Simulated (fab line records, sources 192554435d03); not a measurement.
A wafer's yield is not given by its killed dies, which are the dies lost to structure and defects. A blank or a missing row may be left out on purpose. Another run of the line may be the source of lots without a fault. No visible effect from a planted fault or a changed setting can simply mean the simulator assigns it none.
fab line records ; flow n5-finfet
record: lots: 6; wafers: 16; last-day: 16
route steps=1938 shown WELL_APT@27 BEOL_M4@1111 PASSIVATION@1936
lots that met no fault: taken from a fault-free run of the same line
start-h: hours from the record's first day to the start of the lot's first wafer shown ; wait-h: hours from the lot's prior step to this one ; " identical to the entry in the row above ; L1.1+2: one row covering several wafers at once ; - no value, or no start given ; * or withheld: withheld ; < > ~ a bound
route shown NAME@n: names a module that has steps shown in the file, with the first one's number in the route ; usual: average and standard deviation across the fault-free wafers ; same: alike in all rows ; chamber/n: place in a boat ; sites: the reading at each site ; _std_site: the values' standard deviation ; _edge_site: the outer-site mean with the inner-site mean subtracted ; radius-mm: how far each site lies from the wafer's centre ; mask NAME#n: copy n ; behind: the tool/chamber that last shaped the wafer ; hold: the reason the lot was held/the length of the hold in hours/how it ended ; device: whichever transistor did not switch (one of n, p or np) ; end of line: at the end of the route, the tests of the same wafers ; for a step that has no rows: nothing shown but its recipe ; killed: the dies lost at the first sort to structure and to defects; this is not the yield of the wafer ; map: dies across one wafer; x = killed, . = not, _ = none there
set.NAME: setting as actually run; set.NAME@STEP: the setting as run at that earlier step ; model.NAME: the simulator's own value behind a step, which no gauge read
lots at selected steps of the route; one table per step, one row per wafer
services: the hour from which a tool's chamber was out of use, counted from the record's first day as start-h (under 0 if before that day), plus the number of hours and why
== steps ==
step: N5_WELL_APT_HARDBAKE_12
recipe: temp-c: 130; time-s: 120
step: N5_WELL_APT_CD_MEAS_08
recipe: target-cd-nm: 200; landing-energy-ev: 500; detector: se-inlens
usual: cd-nm: 200.4/1.8
same: landing-energy-ev: 500
lot.wafer;tool;chamber;start-h;wait-h;cd-nm
L478.1;cd-sem-01;0;14.07;-;203.9
L478.4;cd-sem-01;0;14.07;-;201.2
L478.6;cd-sem-01;0;14.07;-;201.7
L479.2;cd-sem-03;0;20.11;-;198.1
L479.4;cd-sem-03;0;20.11;-;198.8
L479.6;cd-sem-03;0;20.11;-;199.2
L488.1;cd-sem-02;0;73.70;-;198.5
L488.4;cd-sem-02;0;73.70;-;199.2
L489.1;cd-sem-01;0;80.03;-;200.1
L489.2;cd-sem-01;0;80.03;-;202.7
L494.3;cd-sem-03;0;109.81;-;202.8
L494.4;cd-sem-03;0;109.81;-;202.1
L494.6;cd-sem-03;0;109.81;-;198.9
L497.1;cd-sem-03;0;127.68;-;199.3
L497.3;cd-sem-03;0;127.68;-;201.6
L497.6;cd-sem-03;0;127.68;-;202.8
step: N5_WELL_APT_OVL_MEAS_09
recipe: points-per-wafer: 44
usual: NWELL_OVL: 5/4.8
same: points-per-wafer: 44
lot.wafer;tool;chamber;start-h;wait-h;NWELL_OVL[nm]
L478.1;overlay-01;0;14.10;0.0;8
L478.4;overlay-01;0;14.10;0.0;7
L478.6;overlay-01;0;14.10;0.0;15
L479.2;overlay-01;0;20.14;0.0;0
L479.4;overlay-01;0;20.14;0.0;8
L479.6;overlay-01;0;20.14;0.0;4
L488.1;overlay-02;0;73.73;0.0;8
L488.4;overlay-02;0;73.73;0.0;14
L489.1;overlay-01;0;80.06;0.0;-4
L489.2;overlay-01;0;80.06;0.0;1
L494.3;overlay-02;0;109.84;0.0;5
L494.4;overlay-02;0;109.84;0.0;6
L494.6;overlay-02;0;109.84;0.0;4
L497.1;overlay-02;0;127.71;0.0;1
L497.3;overlay-02;0;127.71;0.0;6
L497.6;overlay-02;0;127.71;0.0;8
step: N5_WELL_APT_INSPECT_10
recipe: mode: adi; inspect-instrument: macro
usual: raw-defect-count: 2.0/1.5
lot.wafer;tool;chamber;start-h;wait-h;raw-defect-count
L478.1;defect-inspect-02;-;14.13;0.0;2
L478.4;defect-inspect-02;-;14.13;0.0;1
L478.6;defect-inspect-02;-;14.13;0.0;5
L479.2;defect-inspect-02;-;20.16;0.0;0
L479.4;defect-inspect-02;-;20.16;0.0;0
L479.6;defect-inspect-02;-;20.16;0.0;3
L488.1;defect-inspect-01;-;73.75;0.0;0
L488.4;defect-inspect-01;-;73.75;0.0;2
L489.1;defect-inspect-02;-;80.09;0.0;2
L489.2;defect-inspect-02;-;80.09;0.0;3
L494.3;defect-inspect-02;-;109.86;0.0;0
L494.4;defect-inspect-02;-;109.86;0.0;5
L494.6;defect-inspect-02;-;109.86;0.0;2
L497.1;defect-inspect-01;-;127.73;0.0;4
L497.3;defect-inspect-01;-;127.73;0.0;2
L497.6;defect-inspect-01;-;127.73;0.0;3
step: N5_WELL_APT_DESCUM_13
recipe: chemistry: O2; time-s: 7.9; source-power-w: 50; bias-power-w: 20; pressure-mtorr: 20; rf-frequency-hz: 2.712e+07; temp-c: 40; o2-flow-sccm: 225
usual: drypump-motor-current-A: 5.5/0.57; oes-product-au: 0.77/0.093; rf-vpp-V: 243.0/1.4; showerhead-plenum-p-Torr: 2.09/0.084; throttle-valve-pct: 20.49/0.28
lot.wafer;tool;chamber;start-h;wait-h;drypump-motor-current-A;oes-product-au;rf-hours-counter-h;rf-vpp-V;showerhead-plenum-p-Torr;throttle-valve-pct
L478.1;rie-diel-05;3;14.20;0.1;6.3;0.73;206;243.7;2.16;20.47
L478.4;rie-diel-05;2;14.20;0.1;5.3;0.68;243;242.8;2.15;20.31
L478.6;rie-diel-05;0;14.20;0.1;4.8;0.71;-;242.4;2.01;20.69
L479.2;rie-diel-04;0;20.21;0.1;6.7;0.78;128;244.2;2.17;20.19
L479.4;rie-diel-04;3;20.21;0.1;6.2;0.84;65;241.9;2.03;20.57
L479.6;rie-diel-04;1;20.21;0.1;5.9;0.74;-;243.7;2.19;21.13
L488.1;rie-diel-05;1;73.78;0.0;5.3;0.69;214;240.5;1.97;20.67
L488.4;rie-diel-05;0;73.78;0.0;4.8;0.69;202;241.5;2.01;20.71
L489.1;rie-diel-05;0;80.12;0.0;4.8;0.68;205;242.5;2.01;20.71
L489.2;rie-diel-05;2;80.12;0.0;5.3;0.95;10;243.0;2.14;20.06
L494.3;rie-diel-04;3;109.90;0.0;6.2;0.80;97;242.4;2.02;20.60
L494.4;rie-diel-04;2;109.90;0.0;5.7;0.69;231;242.2;2.05;20.51
L494.6;rie-diel-04;0;109.90;0.0;6.7;0.74;-;244.9;2.16;20.22
L497.1;rie-diel-05;0;127.77;0.0;4.8;0.67;221;241.1;2.00;20.74
L497.3;rie-diel-05;2;127.77;0.0;5.3;0.91;27;243.3;2.14;20.09
L497.6;rie-diel-05;2;127.77;0.0;5.3;0.91;-;243.0;2.14;20.09
step: N5_WELL_APT_IMPLANT_14
recipe: species: P; energy-kev: 160; dose-cm2: 1.5e+13; tilt-deg: 0; rotation-deg: 0
step: N5_WELL_APT_IMPLANT_15
recipe: species: As; energy-kev: 25; dose-cm2: 1.5e+13; tilt-deg: 0; rotation-deg: 0
step: N5_WELL_APT_STRIP_16
recipe: chemistry: SPM; time-s: 900; temp-c: 130; h2so4-h2o2-vol-ratio: 4; dry: ipa-marangoni
step: N5_WELL_APT_HMDS_18
recipe: time-s: 60; temp-c: 120
step: N5_WELL_APT_COAT_19
recipe: spin-rpm: 1357; resist-thk-nm: 950
step: N5_WELL_APT_EBR_21
recipe: solvent: PGMEA; ebr-width-mm: 1.5
step: N5_WELL_APT_SOFTBAKE_20
recipe: temp-c: 130; time-s: 60
step: N5_WELL_APT_EXPOSE_22
recipe: mask-id: PWELL; na: 0.8; source-shape: conventional; sigma-outer: 0.8; polarization: unpolarized; defocus-nm: 0; target-cd-nm: 200; dose-mj: 23.2
usual: stage-vel-mm-s: 500.04/0.27
lot.wafer;tool;chamber;start-h;wait-h;mask;stage-vel-mm-s
L478.1;krf-scanner-01;0;15.44;-;PWELL#0;500.91
L478.4;krf-scanner-01;0;15.44;-;PWELL#0;500.50
L478.6;krf-scanner-01;0;15.44;-;PWELL#0;500.39
L479.2;krf-scanner-02;0;21.21;-;PWELL#0;500.21
L479.4;krf-scanner-02;0;21.21;-;PWELL#0;500.25
L479.6;krf-scanner-02;0;21.21;-;PWELL#0;500.28
L488.1;krf-scanner-02;0;74.65;-;PWELL#0;500.05
L488.4;krf-scanner-02;0;74.65;-;PWELL#0;500.12
L489.1;krf-scanner-02;0;80.98;-;PWELL#0;499.74
L489.2;krf-scanner-02;0;80.98;-;PWELL#0;499.76
L494.3;krf-scanner-01;0;110.92;-;PWELL#0;500.22
L494.4;krf-scanner-01;0;110.92;-;PWELL#0;500.05
L494.6;krf-scanner-01;0;110.92;-;PWELL#0;499.98
L497.1;krf-scanner-01;0;128.63;-;PWELL#0;500.28
L497.3;krf-scanner-01;0;128.63;-;PWELL#0;500.06
L497.6;krf-scanner-01;0;128.63;-;PWELL#0;500.34
step: N5_WELL_APT_PEB_23
recipe: peb-temp-c: 130; peb-time-s: 90
step: N5_WELL_APT_DEVELOP_24
recipe: develop-time-s: 45; rinse-liquid: surfactant-rinse; dry: air-spin; dev-temp-c: 21
step: N5_WELL_APT_HARDBAKE_29
recipe: temp-c: 130; time-s: 120
step: N5_WELL_APT_CD_MEAS_25
recipe: target-cd-nm: 200; landing-energy-ev: 500; detector: se-inlens
usual: cd-nm: 198.9/2.7
same: landing-energy-ev: 500
lot.wafer;tool;chamber;start-h;wait-h;cd-nm
L478.1;cd-sem-01;0;15.61;-;204.9
L478.4;cd-sem-01;0;15.61;-;202.2
L478.6;cd-sem-01;0;15.61;-;200.1
L479.2;cd-sem-03;0;21.37;-;199.3
L479.4;cd-sem-03;0;21.37;-;202.4
L479.6;cd-sem-03;0;21.37;-;198.9
L488.1;cd-sem-03;0;74.82;-;195.7
L488.4;cd-sem-03;0;74.82;-;185.5
L489.1;cd-sem-02;0;81.16;-;200.9
L489.2;cd-sem-02;0;81.16;-;186.4
L494.3;cd-sem-02;0;111.08;-;196.8
L494.4;cd-sem-02;0;111.08;-;198.3
L494.6;cd-sem-02;0;111.08;-;196.3
L497.1;cd-sem-03;0;128.80;-;194.0
L497.3;cd-sem-03;0;128.80;-;198.6
L497.6;cd-sem-03;0;128.80;-;200.5
step: N5_WELL_APT_OVL_MEAS_26
recipe: points-per-wafer: 44
usual: PWELL_OVL: 0/5
same: points-per-wafer: 44
lot.wafer;tool;chamber;start-h;wait-h;PWELL_OVL[nm]
L478.1;overlay-01;0;15.64;0.0;6
L478.4;overlay-01;0;15.64;0.0;-2
L478.6;overlay-01;0;15.64;0.0;3
L479.2;overlay-02;0;21.40;0.0;-1
L479.4;overlay-02;0;21.40;0.0;-13
L479.6;overlay-02;0;21.40;0.0;-8
L488.1;overlay-01;0;74.85;0.0;2
L488.4;overlay-01;0;74.85;0.0;1
L489.1;overlay-01;0;81.19;0.0;8
L489.2;overlay-01;0;81.19;0.0;4
L494.3;overlay-02;0;111.11;0.0;-1
L494.4;overlay-02;0;111.11;0.0;2
L494.6;overlay-02;0;111.11;0.0;1
L497.1;overlay-01;0;128.83;0.0;0
L497.3;overlay-01;0;128.83;0.0;1
L497.6;overlay-01;0;128.83;0.0;7
step: N5_WELL_APT_INSPECT_27
recipe: mode: adi; inspect-instrument: macro
usual: raw-defect-count: 2.2/1.3
lot.wafer;tool;chamber;start-h;wait-h;raw-defect-count
L478.1;defect-inspect-02;-;15.66;0.0;1
L478.4;defect-inspect-02;-;15.66;0.0;2
L478.6;defect-inspect-02;-;15.66;0.0;2
L479.2;defect-inspect-02;-;21.43;0.0;1
L479.4;defect-inspect-02;-;21.43;0.0;1
L479.6;defect-inspect-02;-;21.43;0.0;1
L488.1;defect-inspect-02;-;74.88;0.0;1
L488.4;defect-inspect-02;-;74.88;0.0;4
L489.1;defect-inspect-01;-;81.21;0.0;1
L489.2;defect-inspect-01;-;81.21;0.0;3
L494.3;defect-inspect-02;-;111.13;0.0;4
L494.4;defect-inspect-02;-;111.13;0.0;1
L494.6;defect-inspect-02;-;111.13;0.0;1
L497.1;defect-inspect-01;-;128.85;0.0;1
L497.3;defect-inspect-01;-;128.85;0.0;0
L497.6;defect-inspect-01;-;128.85;0.0;2
step: N5_WELL_APT_DESCUM_30
recipe: chemistry: O2; time-s: 7.9; source-power-w: 50; bias-power-w: 20; pressure-mtorr: 20; rf-frequency-hz: 2.712e+07; temp-c: 40; o2-flow-sccm: 225
usual: drypump-motor-current-A: 5.7/0.6; oes-product-au: 0.75/0.071; rf-vpp-V: 243.1/1.4; showerhead-plenum-p-Torr: 2.09/0.079; throttle-valve-pct: 20.53/0.27
lot.wafer;tool;chamber;start-h;wait-h;drypump-motor-current-A;oes-product-au;rf-hours-counter-h;rf-vpp-V;showerhead-plenum-p-Torr;throttle-valve-pct;model.WELL_APT.cd-nm
L478.1;rie-diel-06;2;15.70;0.0;5.1;0.87;29;244.7;2.25;20.18;204.9
L478.4;rie-diel-06;0;15.70;0.0;6.2;0.73;187;242.1;2.06;20.70;202.1
L478.6;rie-diel-06;1;15.70;0.0;4.8;0.75;-;242.6;2.06;20.31;200.2
L479.2;rie-diel-06;2;21.46;0.0;5.1;0.87;31;246.0;2.25;20.18;199.2
L479.4;rie-diel-06;1;21.46;0.0;4.8;0.75;154;242.3;2.06;20.30;202.3
L479.6;rie-diel-06;1;21.46;0.0;4.8;0.74;-;246.1;2.06;20.33;199.1
L488.1;rie-diel-05;3;74.99;0.1;6.3;0.71;229;243.9;2.15;20.52;195.4
L488.4;rie-diel-05;0;74.99;0.1;4.8;0.69;203;241.1;2.01;20.73;185.4
L489.1;rie-diel-05;0;81.29;0.1;4.8;0.69;205;241.7;2.00;20.70;200.7
L489.2;rie-diel-05;3;81.29;0.1;6.3;0.72;231;244.5;2.15;20.50;186.5
L494.3;rie-diel-04;1;111.17;0.0;5.9;0.71;210;244.2;2.18;21.19;196.4
L494.4;rie-diel-04;0;111.17;0.0;6.7;0.75;160;245.0;2.16;20.23;198.6
L494.6;rie-diel-04;0;111.17;0.0;6.7;0.74;-;244.5;2.16;20.22;196.7
L497.1;rie-diel-04;0;128.89;0.0;6.7;0.74;167;245.9;2.15;20.25;193.9
L497.3;rie-diel-04;1;128.89;0.0;5.9;0.71;217;241.9;2.18;21.19;198.6
L497.6;rie-diel-04;3;128.89;0.0;6.2;0.80;-;242.5;2.02;20.62;200.4
step: N5_WELL_APT_IMPLANT_31
recipe: species: B; energy-kev: 60; dose-cm2: 1.5e+13; tilt-deg: 0; rotation-deg: 0
step: N5_BEOL_M4_RC_MEAS_101
usual: DIBL_N: 36.8/2.2; DIBL_P: 37.0/2.8; IOFF_N: 0.18/0.043; IOFF_P: 0.23/0.05; ION_N: 680/14; ION_P: 466/9.1; SS_N: 71.7/0.74; SS_P: 73.5/0.79; VT_N: 248/4; VT_P: -249/4.1
lot.wafer;tool;chamber;start-h;wait-h;DIBL_N[mV/V];DIBL_P[mV/V];IOFF_N[nA/um];IOFF_P[nA/um];ION_N[uA/um];ION_P[uA/um];SS_N[mV/dec];SS_P[mV/dec];VT_N[mV];VT_P[mV]
L478.1;prober-01;0;177.23;0.0;36.4;37.3;0.17;0.23;687;467;71.4;74.1;246;-248
L478.4;prober-01;0;177.23;0.0;35.0;36.8;0.14;0.21;664;463;70.8;74.5;249;-250
L478.6;prober-01;0;177.23;0.0;33.2;33.7;0.11;0.16;657;455;71.3;73.3;255;-252
L479.2;prober-02;0;177.73;0.2;40.2;40.4;0.23;0.26;689;467;72.2;74.0;244;-250
L479.4;prober-02;0;177.73;0.2;39.7;40.0;0.22;0.25;684;464;72.6;74.9;245;-251
L479.6;prober-02;0;177.73;0.2;36.5;35.5;0.14;0.19;670;459;70.8;73.4;248;-252
L488.1;prober-02;0;230.57;0.0;36.6;35.4;0.15;0.21;671;466;71.1;73.5;251;-246
L488.4;prober-02;0;230.57;0.0;39.8;39.9;0.21;0.29;688;476;71.2;74.4;246;-243
L489.1;prober-02;0;232.60;0.0;36.4;35.0;0.17;0.24;679;469;71.4;74.1;249;-243
L489.2;prober-02;0;232.60;0.0;37.6;38.2;0.19;0.32;686;477;71.2;74.0;248;-241
L494.3;prober-02;0;255.53;0.3;40.1;37.2;0.20;0.20;672;447;73.7;73.9;252;-253
L494.4;prober-02;0;255.53;0.3;39.3;38.8;0.22;0.23;681;464;72.1;73.5;244;-251
L494.6;prober-02;0;255.53;0.3;40.2;38.2;0.23;0.22;689;453;73.5;74.5;246;-250
L497.1;prober-01;0;284.51;0.0;38.5;37.3;0.21;0.24;673;461;71.9;73.1;248;-246
L497.3;prober-01;0;284.51;0.0;39.8;40.3;0.25;0.30;703;480;72.1;73.8;242;-242
L497.6;prober-01;0;284.51;0.0;36.5;37.5;0.17;0.24;676;468;72.0;73.3;248;-248
step: N5_PASSIVATION_PROBE_49
usual: defect-limited-yield: 91.4/1.5; killed_at_M0_to_M3: 36/11; killed_at_M4_up: 14/6; killed-at-contacts: 11/6; killed-at-front-end: 37/11; killed-at-other: 4/3.4; killed-dies: 102/18; killed-open: 66/13; killed-short: 34/7.8; sort_bin_5_function: 5.0/0.97; sort_bin_6_memory: 3.2/0.7; sort-n-pass: 1078/19; sort-yield-pct: 91.3/1.6
same: gross-dies: 1180; killed-at-back-side: 0; sort_bin_4_leakage[%]: 0; sort_bin_8_speed[%]: 0
lot.wafer;tool;chamber;start-h;wait-h;defect-limited-yield[%];killed_at_M0_to_M3;killed_at_M4_up;killed-at-contacts;killed-at-front-end;killed-at-other;killed-dies;killed-open;killed-short;sort_bin_5_function[%];sort_bin_6_memory[%];sort-n-pass;sort-yield-pct[%]
L488.1;prober-01;-;332.17;0.0;88.6;45;20;10;58;2;135;89;46;7.1;3.8;1045;88.6
L488.4;prober-01;-;332.32;0.2;91.1;50;9;8;37;1;105;70;31;4.7;3.6;1075;91.1
L494.3;prober-02;-;359.01;0.7;91.9;30;7;14;36;9;96;63;33;4.2;3.6;1084;91.9
L494.4;prober-02;-;359.06;0.8;88.6;42;9;19;53;12;135;82;53;6.0;5.1;1045;88.6
L494.6;prober-02;-;359.16;0.9;90.7;37;15;15;34;9;110;78;32;5.8;3.1;1070;90.7
L497.1;prober-02;-;390.71;0.0;91.4;36;25;4;29;7;101;66;32;4.2;4.2;1079;91.4
L497.3;prober-02;-;390.81;0.1;92.9;34;14;8;20;8;84;58;23;4.4;2.5;1096;92.9
L497.6;prober-02;-;390.96;0.3;92.9;35;13;9;22;5;84;54;28;3.9;2.9;1096;92.9
killed by level:class
L488.1 FIN_SAQP:geometric-particle:open=15 BEOL_M0_SAQP:geometric-particle:short=13 FIN_SAQP:geometric-particle:short=12 BEOL_M1:geometric-particle:open=11 STI_FIN_REVEAL:geometric-particle:open=9 MOL_CONTACT_COAG:geometric-particle:open=9 BEOL_M2:geometric-particle:open=9 BEOL_M8:geometric-particle:open=8
L488.4 BEOL_M1:geometric-particle:open=23 BEOL_M0_SAQP:geometric-particle:short=12 FIN_SAQP:geometric-particle:open=9 MOL_CONTACT_COAG:geometric-particle:open=8 BEOL_M0_SAQP:geometric-particle:open=8 GATE_CUT:geometric-particle:open=5 GATE_CUT:geometric-particle:short=5 STI_FIN_REVEAL:geometric-particle:open=3
L494.3 STI_FIN_REVEAL:geometric-particle:open=13 FIN_SAQP:geometric-particle:open=10 MOL_CONTACT_COAG:geometric-particle:open=10 BEOL_M0_SAQP:geometric-particle:open=7 BEOL_M0_SAQP:geometric-particle:short=6 BEOL_M2:geometric-particle:open=5 MOL_CONTACT_COAG:geometric-particle:short=4 BEOL_M4:geometric-particle:open=4
L494.4 FIN_SAQP:geometric-particle:short=17 FIN_SAQP:geometric-particle:open=14 MOL_CONTACT_COAG:geometric-particle:open=14 BEOL_M0_SAQP:geometric-particle:open=14 BEOL_M0_SAQP:geometric-particle:short=10 BEOL_M2:geometric-particle:open=7 PASS1_CAP:geometric-particle:open=6 STI_FIN_REVEAL:geometric-particle:open=5
L494.6 MOL_CONTACT_COAG:geometric-particle:open=14 BEOL_M0_SAQP:geometric-particle:open=10 STI_FIN_REVEAL:geometric-particle:open=8 BEOL_M0_SAQP:geometric-particle:short=8 BEOL_M1:geometric-particle:open=7 FIN_SAQP:geometric-particle:open=6 BEOL_M4:geometric-particle:open=6 FIN_SAQP:geometric-particle:short=5
L497.1 BEOL_M4:geometric-particle:open=19 BEOL_M0_SAQP:geometric-particle:open=11 BEOL_M0_SAQP:geometric-particle:short=10 FIN_SAQP:geometric-particle:open=8 BEOL_M1:geometric-particle:short=6 BEOL_M3:geometric-particle:open=4 STI_FIN_REVEAL:geometric-particle:short=3 DUMMY_GATE:geometric-particle:open=3
L497.3 BEOL_M4:geometric-particle:open=10 BEOL_M3:geometric-particle:open=9 MOL_CONTACT_COAG:geometric-particle:open=7 BEOL_M0_SAQP:geometric-particle:short=7 BEOL_M1:geometric-particle:open=6 DUMMY_GATE:geometric-particle:open=5 BEOL_M0_SAQP:geometric-particle:open=4 BEOL_M1:geometric-particle:short=4
L497.6 BEOL_M0_SAQP:geometric-particle:short=9 BEOL_M2:geometric-particle:open=9 MOL_CONTACT_COAG:geometric-particle:open=8 BEOL_M4:geometric-particle:open=8 BEOL_M0_SAQP:geometric-particle:open=5 STARTING-WAFER:geometric-particle:short=5 BEOL_M1:geometric-particle:open=4 BEOL_M0:geometric-particle:open=3
== services ==
tool;chamber;start-h;hours;kind
krf-scanner-01;-;-4.82;1.3;pm
krf-scanner-01;-;-2.37;1.0;pm
rie-diel-06;-;5.10;1.6;repair
krf-scanner-01;0;23.13;-;calibration
rie-diel-05;2;36.85;-;clean
rie-diel-05;2;36.85;-;consumable-replace:focus-ring
rie-diel-05;2;36.85;17.0;scheduled-down
rie-diel-05;2;36.85;17.0;vent-cycle
krf-scanner-01;-;46.62;0.8;pm
rie-diel-05;-;61.60;0.2;repair
krf-scanner-02;-;64.50;1.3;pm
krf-scanner-01;-;72.70;0.8;repair
krf-scanner-02;-;86.00;1.0;pm
krf-scanner-02;0;92.89;-;calibration
krf-scanner-01;-;108.75;0.2;repair
== key ==
first-sign: step: N5_WELL_APT_CD_MEAS_25; reading: cd-nm; direction: down; sigmas: 4.9; usual: 198.9; struck: 185.9
effect none on later readings
model-effect: step: N5_WELL_APT_DESCUM_30; value: WELL_APT.cd-nm; without: 195.5; struck: 185.9
met-at N5_WELL_APT_EXPOSE_22
struck-wafers L488.4,L489.2
onset-between 21.21 74.65
fault: kind: process-parameter-drift; tool: krf-scanner-02; chamber: -; onset-h: 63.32; steps: N5_WELL_APT_EXPOSE_22; channel: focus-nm; offset: 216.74; shape: step; end-h: 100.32; scope: struck-wafers-only
